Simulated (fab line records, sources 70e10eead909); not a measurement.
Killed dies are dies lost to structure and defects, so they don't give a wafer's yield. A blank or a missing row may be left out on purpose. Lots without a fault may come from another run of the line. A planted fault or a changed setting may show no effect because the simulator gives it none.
Which tool did it? | flow nand_harc | 12 lots, 36 wafers sampled, at 4 steps of a route of 1302

WHAT THE GAUGES READ, wafer by wafer
The record holds no reading of a measuring or inspecting step that can be judged against a usual standard deviation.

WHICH TOOL RAN EACH LOT (tool, then ch and the chambers of the sampled wafers, then the start)
lot  | NHARC_A_CONTACT_ETCH_98                       | NHARC_A_CONTACT_CVD_19                   | NHARC_A_BLC_SOFTBAKE_05           | NHARC_A_BLC_ETCH_16
L907 | rie_diel-01 ch 0,1, day 22 21:00 or earlier   | cvd_w-02 ch 0,1, day 22 21:00 or earlier | litho_track-06 ch 0, day 22 21:00 | rie_diel-06 ch 1,2, day 22 21:59
L909 | rie_diel-01 ch 1,3, day 23 15:00 or earlier   | cvd_w-01 ch 0,1, day 23 15:00 or earlier | litho_track-01 ch 0, day 23 15:00 | rie_diel-06 ch 0,2,3, day 23 16:38
L908 | rie_diel-01 ch 0,1,2, day 23 17:00 or earlier | cvd_w-02 ch 0,1, day 23 17:00 or earlier | litho_track-04 ch 0, day 23 17:00 | rie_diel-03 ch 1,3, day 23 18:11
L911 | rie_diel-01 ch 0,1,3, day 24 02:00 or earlier | cvd_w-02 ch 0,1, day 24 02:00 or earlier | litho_track-06 ch 0, day 24 02:00 | rie_diel-13 ch 1,2,3, day 24 03:09
L912 | rie_diel-01 ch 1,2, day 24 07:00 or earlier   | cvd_w-02 ch 0,1, day 24 07:00 or earlier | litho_track-06 ch 0, day 24 07:00 | rie_diel-13 ch 1,2, day 24 08:28
L913 | rie_diel-10 ch 0,1,3, day 24 09:00 or earlier | cvd_w-02 ch 0,1, day 24 09:00 or earlier | litho_track-04 ch 0, day 24 09:00 | rie_diel-06 ch 0,1,3, day 24 09:50
L914 | rie_diel-10 ch 1,2, day 25 17:00 or earlier   | cvd_w-02 ch 1, day 25 17:00 or earlier   | litho_track-01 ch 0, day 25 17:00 | rie_diel-13 ch 1,2, day 25 18:04
L918 | rie_diel-01 ch 1,2,3, day 26 14:00 or earlier | cvd_w-01 ch 0,1, day 26 14:00 or earlier | litho_track-06 ch 0, day 26 14:00 | rie_diel-13 ch 0,3, day 26 15:27
L916 | rie_diel-10 ch 0,2,3, day 27 04:00 or earlier | cvd_w-01 ch 0,1, day 27 04:00 or earlier | litho_track-01 ch 0, day 27 04:00 | rie_diel-13 ch 1,2, day 27 05:20
L927 | rie_diel-10 ch 0,1,2, day 30 12:25            | cvd_w-01 ch 0,1, day 30 15:00 or earlier | litho_track-06 ch 0, day 30 15:00 | rie_diel-06 ch 1,2,3, day 30 15:53
L928 | rie_diel-01 ch 0,1,2, day 31 05:00 or earlier | cvd_w-01 ch 0,1, day 31 05:00 or earlier | litho_track-06 ch 0, day 31 05:00 | rie_diel-06 ch 0,2,3, day 31 05:44
L930 | rie_diel-10 ch 1,2, day 31 23:00 or earlier   | cvd_w-01 ch 0,1, day 31 23:00 or earlier | litho_track-04 ch 0, day 31 23:00 | rie_diel-06 ch 0,2,3, day 32 00:26
- NHARC_A_CONTACT_ETCH_98: etches the open film in C4F6/O2, target depth 20 nm, time 10 s.
- NHARC_A_CONTACT_CVD_19: deposits W, target thk 300 nm, time 802 s.
- NHARC_A_BLC_SOFTBAKE_05: time 55 s.
- NHARC_A_BLC_ETCH_16: etches the open film in CF4, target depth 39 nm, time 65 s.

WHAT THE TOOLS THEMSELVES READ (means of the sampled wafers that have a number; where no wafer has one, the mark that the record gives instead)
NHARC_A_CONTACT_ETCH_98. Usual: drypump_motor_current_A 5.9 A, standard deviation 0.34; mfc_ar_sccm 500.0 sccm, standard deviation 1.6; oes_product_au 0.951 a.u., standard deviation 0.016; rf_vpp_V 544.7 V, standard deviation 2.8; showerhead_plenum_p_Torr 3.82 Torr, standard deviation 0.13; throttle_valve_pct 26.903 %, standard deviation 0.0089.
lot  | tool        | drypump_motor_current_A (A) | mfc_ar_sccm (sccm) | oes_product_au (a.u.) | rf_vpp_V (V) | showerhead_plenum_p_Torr (Torr) | throttle_valve_pct (%) | flag
L907 | rie_diel-01 | 6.2                         | 500.2              | 0.940                 | 545.4        | 3.84                            | 26.908                 |
L909 | rie_diel-01 | 6.5                         | 500.5              | 0.937                 | 545.1        | 3.84                            | 26.908                 |
L908 | rie_diel-01 | 6.1                         | 498.8              | 0.951                 | 544.8        | 3.82                            | 26.904                 |
L911 | rie_diel-01 | 6.2                         | 500.7              | 0.968                 | 545.3        | 3.87                            | 26.895                 |
L912 | rie_diel-01 | 6.3                         | 501.2              | 0.943                 | 544.3        | 3.79                            | 26.906                 |
L913 | rie_diel-10 | 5.7                         | 500.9              | 0.958                 | 545.2        | 3.83                            | 26.897                 |
L914 | rie_diel-10 | 5.7                         | 499.0              | 0.959                 | 546.1        | 3.91                            | 26.897                 |
L918 | rie_diel-01 | 6.3                         | 500.8              | 0.956                 | 544.0        | 3.82                            | 26.895                 |
L916 | rie_diel-10 | 5.8                         | 500.2              | 0.945                 | 542.4        | 3.70                            | 26.910                 |
L927 | rie_diel-10 | 5.7                         | 502.6              | 0.941                 | 542.9        | 3.79                            | 26.904                 |
L928 | rie_diel-01 | 6.1                         | 500.3              | 0.956                 | 544.5        | 3.79                            | 26.901                 |
L930 | rie_diel-10 | 5.8                         | 499.7              | 0.945                 | 543.0        | 3.76                            | 26.898                 |

NHARC_A_CONTACT_CVD_19. Usual: chamber_pressure_Torr 40.01 Torr, standard deviation 0.093; heater_power_w 451 W, standard deviation 35; mfc_ar_sccm 1560 sccm, standard deviation 4.9; throttle_valve_pct 7.90 %, standard deviation 0.28.
lot  | tool     | chamber_pressure_Torr (Torr) | heater_power_w (W) | mfc_ar_sccm (sccm) | throttle_valve_pct (%) | flag
L907 | cvd_w-02 | 40.05                        | 472                | 1559               | 7.79                   |
L909 | cvd_w-01 | 40.03                        | 456                | 1559               | 7.80                   |
L908 | cvd_w-02 | 40.04                        | 461                | 1566               | 7.90                   |
L911 | cvd_w-02 | 40.09                        | 472                | 1555               | 7.95                   |
L912 | cvd_w-02 | 40.01                        | 472                | 1561               | 7.78                   |
L913 | cvd_w-02 | 40.06                        | 472                | 1558               | 7.94                   |
L914 | cvd_w-02 | 40.12                        | 496                | 1559               | 7.65                   |
L918 | cvd_w-01 | 40.02                        | 450                | 1561               | 7.73                   |
L916 | cvd_w-01 | 39.84                        | 440                | 1560               | 7.64                   |
L927 | cvd_w-01 | 40.05                        | 434                | 1563               | 7.79                   |
L928 | cvd_w-01 | 40.09                        | 459                | 1556               | 8.15                   |
L930 | cvd_w-01 | 40.08                        | 447                | 1556               | 7.71                   |

NHARC_A_BLC_SOFTBAKE_05. Usual: heater_power_total_W 188.46 W, standard deviation 0.14.
lot  | tool           | heater_power_total_W (W) | flag
L907 | litho_track-06 | 188.44                   |
L909 | litho_track-01 | 188.57                   |
L908 | litho_track-04 | 188.56                   |
L911 | litho_track-06 | 188.34                   |
L912 | litho_track-06 | 188.40                   |
L913 | litho_track-04 | 188.63                   |
L914 | litho_track-01 | 188.31                   |
L918 | litho_track-06 | 188.44                   |
L916 | litho_track-01 | 188.45                   |
L927 | litho_track-06 | 189.86                   | OFF
L928 | litho_track-06 | 189.95                   | OFF
L930 | litho_track-04 | 188.51                   |

NHARC_A_BLC_ETCH_16. Usual: drypump_motor_current_A 5.8 A, standard deviation 0.45; mfc_ar_sccm 0.007 sccm, standard deviation 0.01; oes_product_au 0.999 a.u., standard deviation 0.0076; rf_vpp_V 150.6 V, standard deviation 1; showerhead_plenum_p_Torr 1.73 Torr, standard deviation 0.053; throttle_valve_pct 13.283 %, standard deviation 0.0099.
lot  | tool        | drypump_motor_current_A (A) | mfc_ar_sccm (sccm) | oes_product_au (a.u.) | rf_vpp_V (V) | showerhead_plenum_p_Torr (Torr) | throttle_valve_pct (%) | flag
L907 | rie_diel-06 | 6.0                         | 0.012              | 0.999                 | 150.7        | 1.73                            | 13.275                 |
L909 | rie_diel-06 | 5.9                         | 0.008              | 0.998                 | 151.2        | 1.75                            | 13.280                 |
L908 | rie_diel-03 | 6.3                         | 0.007              | 0.988                 | 150.7        | 1.76                            | 13.284                 |
L911 | rie_diel-13 | 5.4                         | 0.011              | 0.997                 | 151.2        | 1.72                            | 13.290                 |
L912 | rie_diel-13 | 5.4                         | 0.021              | 1.004                 | 151.0        | 1.72                            | 13.273                 |
L913 | rie_diel-06 | 5.9                         | 0.002              | 0.993                 | 150.7        | 1.71                            | 13.279                 |
L914 | rie_diel-13 | 5.4                         | 0.021              | 0.999                 | 150.7        | 1.72                            | 13.283                 |
L918 | rie_diel-13 | 5.3                         | 0.000              | 1.003                 | 150.6        | 1.73                            | 13.274                 |
L916 | rie_diel-13 | 5.8                         | 0.012              | 1.000                 | 149.9        | 1.69                            | 13.289                 |
L927 | rie_diel-06 | 5.8                         | 0.006              | 1.003                 | 150.6        | 1.73                            | 13.281                 |
L928 | rie_diel-06 | 5.9                         | 0.008              | 1.002                 | 150.5        | 1.75                            | 13.273                 |
L930 | rie_diel-06 | 5.9                         | 0.008              | 0.995                 | 150.6        | 1.75                            | 13.281                 |

THE ANSWER, worked out from the rows above alone
Rule: a lot is off if the mean of its wafers that have a number lies more than 3 standard deviations from the usual mean. A lot without any number at a reading at which 4 lots or more have one is off too. The other lots that the step has rows for count as sound. The gauges are gone through in route order, then the tools' own readings, and for those a lot's mean is taken as printed above. The first step at which some lot is off is used, and at that step the reading that is off furthest; a lot without a number counts as furthest.
Off: L927, L928, at NHARC_A_BLC_SOFTBAKE_05 (heater_power_total_W).
A tool fits if, at that step or a process step before it, it ran every lot that is off, and no sound lot after the first of them. NHARC_A_CONTACT_ETCH_98 gives no start for some lots, so the hours and the order of its lots are those of NHARC_A_BLC_SOFTBAKE_05. NHARC_A_CONTACT_CVD_19 gives no start for some lots, so the hours and the order of its lots are those of NHARC_A_BLC_SOFTBAKE_05. One fits: litho_track-06 at NHARC_A_BLC_SOFTBAKE_05. Its last sound lot is L918 (day 26 14:00), its first lot that is off L927 (day 30 15:00): a fault that began between those two fits.
The tool's own readings at NHARC_A_BLC_SOFTBAKE_05 bear it out: on the lots that are off they differ by more than 5 times the standard deviation of the sound lots' means. heater_power_total_W reads 189.91 W there against 188.47 W on the sound lots.

WHAT THE SIMULATOR HAD PUT IN
Process parameter drift: litho_track-06, from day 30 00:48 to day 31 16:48, at NHARC_A_BLC_SOFTBAKE_05. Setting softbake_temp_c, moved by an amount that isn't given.
Lots struck among those shown: L927, L928. The rule above found the same.
